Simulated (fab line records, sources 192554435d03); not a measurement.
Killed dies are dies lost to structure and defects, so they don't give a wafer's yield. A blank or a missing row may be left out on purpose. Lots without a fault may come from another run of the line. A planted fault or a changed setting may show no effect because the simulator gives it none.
Chamber matching | flow n5_finfet | N5_GATE_CUT_ETCH_36 on rie_diel-02: 4 sister chambers
The step etches SiARC in CF4, target depth 13 nm, time 21.7 s. 7 wafers are shown with their chamber, then 9 later ones without.

WAFERS WITH THEIR CHAMBER
wafer  | chamber | showerhead_plenum_p_Torr (Torr) | throttle_valve_pct (%)
L079.6 | 2       | 2.18                            | 15.54
L084.2 | 1       | 2.14                            | 15.56
L084.3 | 3       | 2.10                            | 15.88
L084.6 | 2       | 2.17                            | 15.56
L086.2 | 0       | 2.19                            | 15.56
L086.4 | 3       | 2.10                            | 15.89
L086.6 | 0       | 2.19                            | 15.54

WAFERS WITHOUT THEIR CHAMBER
wafer  | showerhead_plenum_p_Torr (Torr) | throttle_valve_pct (%)
L090.2 | 2.14                            | 15.59
L090.4 | 2.19                            | 15.57
L090.5 | 2.10                            | 15.91
L092.1 | 2.10                            | 15.91
L092.4 | 2.14                            | 15.59
L092.6 | 2.10                            | 15.91
L096.4 | 2.17                            | 15.11
L096.5 | 2.10                            | 15.90
L096.6 | 2.18                            | 15.58

WHICH CHAMBER EACH WENT THROUGH
wafer  | from the rows above          | in truth
L090.2 | 1                            | 1
L090.4 | 0                            | 0
L090.5 | 3                            | 3
L092.1 | 3                            | 3
L092.4 | 1                            | 1
L092.6 | 3                            | 3
L096.4 | can't be placed: 2 or 0 or 1 | 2
L096.5 | 3                            | 3
L096.6 | can't be placed: 2 or 0      | 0
Placed correctly: 7 of 9. Can't be placed from these rows: 2 (the true chamber is among the candidates in 2). Placed wrongly: 0.
How it was worked out, from the rows above alone: a wafer's distance from a chamber is the root of the sum, over the readings, of the square of ((its reading less the chamber's mean) divided by the reading's scatter). The wafer belongs to the nearest chamber; if the next one is less than 2 further off, it can't be placed. A chamber's mean is the mean of its shown wafers. The scatter: the root of (the sum of the squares of (reading less its chamber's mean) over the shown wafers, divided by (wafers less chambers)).
